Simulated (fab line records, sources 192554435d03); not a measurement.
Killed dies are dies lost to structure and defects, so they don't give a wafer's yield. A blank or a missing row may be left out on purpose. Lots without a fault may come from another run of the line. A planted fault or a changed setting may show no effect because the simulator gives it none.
A struck lot beside a sound one | flow n5_finfet | 38 steps out of a route of 1938
Sound: wafers L270.1, L270.2, L270.6. Struck: wafer L268.5. (L268.2, L268.6 of the same lot were not struck and are left out.) The cause comes at the end.
At each step with rows: each side's tool, then ch and its chambers, then its first start. Under that, the readings that differ: sound wafers | struck wafers | difference of the means | sigmas: that difference in standard deviations of wafers without a fault.
alike: readings whose means differ by less than 2 such deviations, and words and numbers that are the same on both sides. not compared: withheld readings, readings that some wafer has no value for, bounds like >300 that may hide the same value, and numbers for which the record gives no deviation and whose values overlap.
The two part at a step that has a row with sigmas, a row that says differs or no value, or rows on one side only. Numbers that don't overlap but have no deviation are shown without sigmas and don't part them. A reading that every wafer of one side lacks parts them only if that side has two wafers or more.

first, 9 steps without rows for these wafers: N5_BEOL_M4_ANNEAL_95 (time 240 s); N5_BEOL_M4_SPUTTER_96 (material Cu, target thk 4.5 nm, time 8.29 s); N5_BEOL_M4_ECD_50 (material Cu, target thk 300 nm); N5_BEOL_M4_ANNEAL_51 (time 90 s); N5_BEOL_M4_CMP_52 (polishes, stops on SiOC, t overpolish 6.8 s, target thk 40 nm); N5_BEOL_M4_PRE_CLEAN_60 (time 15 s); N5_BEOL_M4_CO_CAP_55 (material Co, precursor CCTBA/H2, target thk 2 nm, time 102.1 s); N5_BEOL_M4_PRE_CLEAN_56 (time 15 s); N5_BEOL_M4_DEP_57 (deposits SiCN from 3MS/NH3, target thk 8 nm, time 14 s).
N5_BEOL_M4_RC_MEAS_101:
  sound on prober-02 ch 0, day 11 18:54; struck on prober-02 ch 0, day 11 13:23
  alike: DIBL_N, DIBL_P, IOFF_N, IOFF_P, ION_N, ION_P, SS_N, SS_P, VT_N, VT_P
then, 24 steps without rows for these wafers: N5_BEOL_M5_ILD_DEP_00 (deposits SiCOH lowk from DEMS/porogen, target thk 140.64 nm, time 25.9 s); N5_BEOL_M5_CURE_79 (cures SiCOH lowk, time 240 s); N5_BEOL_M5_PECVD_70 (deposits SiO2 from TEOS/O2, target thk 16 nm, time 18 s); N5_BEOL_M5_HM_DEP_02 (deposits TiN, target thk 20 nm); N5_BEOL_M5_COAT_59 (time 60 s, resist thk 60 nm); N5_BEOL_M5_COAT_60 (time 60 s, resist thk 12 nm); N5_BEOL_M5_COAT_71 (time 60 s, resist thk 5 nm); N5_BEOL_M5_COAT_05 (resist thk 30 nm); N5_BEOL_M5_EBR_07; N5_BEOL_M5_SOFTBAKE_06 (time 60 s); N5_BEOL_M5_EXPOSE_08 (exposes mask M5, target cd 28 nm); N5_BEOL_M5_PEB_09 (peb time 60 s); N5_BEOL_M5_DEVELOP_10 (develop time 30 s); N5_BEOL_M5_DESCUM_16 (chemistry O2, time 7 s); N5_BEOL_M5_ETCH_72 (etches underlayer in N2/H2, target depth 6.5 nm, time 5.2 s); N5_BEOL_M5_ETCH_61 (etches SiARC in CF4, target depth 15.6 nm, time 26 s); N5_BEOL_M5_ETCH_62 (etches SOC in N2/H2, target depth 75 nm, overetch 15 nm, time 112.5 s); N5_BEOL_M5_STRIP_63 (strips in N2/H2); N5_BEOL_M5_STRIP_73 (strips in N2/H2); N5_BEOL_M5_STRIP_64 (strips in CF4); N5_BEOL_M5_HM_OPEN_17 (chemistry Cl2/BCl3, target TiN, target depth 20 nm, overetch 6 nm); N5_BEOL_M5_STRIP_19 (strips in O2); N5_BEOL_M5_COAT_65 (time 60 s, resist thk 60 nm); N5_BEOL_M5_COAT_66 (time 60 s, resist thk 12 nm).
N5_BEOL_M7_CMP_52: polishes, stops on SiCOH lowk, t overpolish 6.9 s, target thk 80 nm.
  sound on cmp-03 ch 1,2, day 13 00:33; struck on cmp-01 ch 1, day 12 23:04
  reading                      | sound             | struck | difference | sigmas
  barrier_field_endpoint_s (s) | 27.3 27.1 28.1    | 46.9   | +19.4      | +22
  motor_current_A (A)          | 7.6 5.8 7.7       | 5.5    | -1.5       | -2
  overpolish_run_s (s)         | 6.906 6.907 6.908 | 0.043  | -6.864     | -99 or more
  time_to_endpoint_s (s)       | 59 60 57          | 82     | +23        | +7
N5_BEOL_M7_THK_MEAS_53: measures by xrf.
  sound on film_metro-02, day 13 00:50; struck on film_metro-01, day 12 23:15
  reading     | sound          | struck | difference | sigmas
  M7_THK (nm) | 80.4 83.6 81.7 | 197.3  | +115.4     | +41
N5_BEOL_M7_INSPECT_58: inspects for defects (darkfield).
  sound on defect_inspect-02, day 13 01:00; struck on defect_inspect-02, day 12 23:25
  reading          | sound    | struck | difference | sigmas
  raw_defect_count | 70 45 50 | 1237   | +1182      | +59
-- the record jumps here: 4 days lie between the struck wafers' starts before and after (it left off in module BEOL_M7 and takes up again in module PASSIVATION, whose first step shown is number 1936 of the route) --
N5_PASSIVATION_PROBE_49:
  sound on prober-01, day 16 13:20; struck on prober-02, day 16 16:41
  reading                  | sound          | struck | difference | sigmas
  defect_limited_yield (%) | 91.4 91.9 90.8 | 0      | -91        | -65
  killed_at_M4_up          | 7 9 14         | 1104   | +1094      | +99 or more
  killed_at_contacts       | 19 16 26       | 8      | -12        | -2
  killed_dies              | 101 96 109     | 1180   | +1078      | +67
  killed_on_rim            | 9 10 9         | 152    | +143       | +36
  sort_n_pass              | 1079 1084 1071 | 0      | -1078      | -38
  sort_yield_pct (%)       | 91.4 91.9 90.8 | 0      | -91        | -38
  alike: killed_at_M0_to_M3, killed_at_front_end, killed_at_other, killed_open, killed_short, sort_bin_4_leakage, sort_bin_5_function, sort_bin_6_memory, sort_bin_8_speed

WHERE THEY PART
First at N5_BEOL_M7_CMP_52; last, within this record, at N5_PASSIVATION_PROBE_49.

WHY: what the simulator had put in
Process parameter drift: cmp-01, from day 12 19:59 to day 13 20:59, at N5_BEOL_M7_CMP_52. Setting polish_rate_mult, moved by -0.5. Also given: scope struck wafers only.
